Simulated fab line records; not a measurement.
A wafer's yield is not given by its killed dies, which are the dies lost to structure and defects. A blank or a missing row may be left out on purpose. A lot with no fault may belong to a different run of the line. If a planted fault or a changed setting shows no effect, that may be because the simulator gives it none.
Matching of chambers | flow n5 finfet | rie diel-06 running N5_BEOL_M5_ETCH_72: 4 sister chambers
The step etches underlayer in N2/H2, target depth 6.5 nm, time 5.2 s. 4 wafers are shown with their chamber, then 8 later ones without.

== EACH WAFER AND ITS CHAMBER ==
wafer  | chamber | drypump motor current A (A)
L085.2 | 3       | 5.2
L089.5 | 0       | 5.7
L089.6 | 1       | 5.7
L091.1 | 2       | 6.7

== WAFERS WITHOUT THEIR CHAMBER ==
wafer  | drypump motor current A (A)
L091.3 | 5.2
L091.6 | 5.2
L094.2 | 5.2
L094.3 | 6.7
L094.4 | 5.7
L093.1 | 5.7
L093.4 | 6.8
L093.5 | 5.7

== WHICH CHAMBER EACH ONE RAN IN ==
wafer  | from the rows above     | in truth
L091.3 | 3                       | 3
L091.6 | 3                       | 3
L094.2 | 3                       | 3
L094.3 | 2                       | 2
L094.4 | can't be placed: 0 or 1 | 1
L093.1 | can't be placed: 0 or 1 | 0
L093.4 | 2                       | 2
L093.5 | can't be placed: 0 or 1 | 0
5 of 8 placed correctly. Can't be placed from these rows: 3 (the true chamber is among the candidates in 3). Wrongly placed: 0.
How it was worked out, from the rows above alone: a wafer's distance from a chamber is the root of the sum, over the readings, of the square of ((its reading less the chamber's mean) divided by the reading's scatter). If the next closest chamber is less than 2 further off than the closest, the wafer can't be placed; otherwise it belongs to the closest. Each chamber's mean is taken over the wafers shown for it. The scatter (one wafer shown for each chamber): square how far every hidden wafer sits from the nearest shown wafer, average those squares and take the square root.
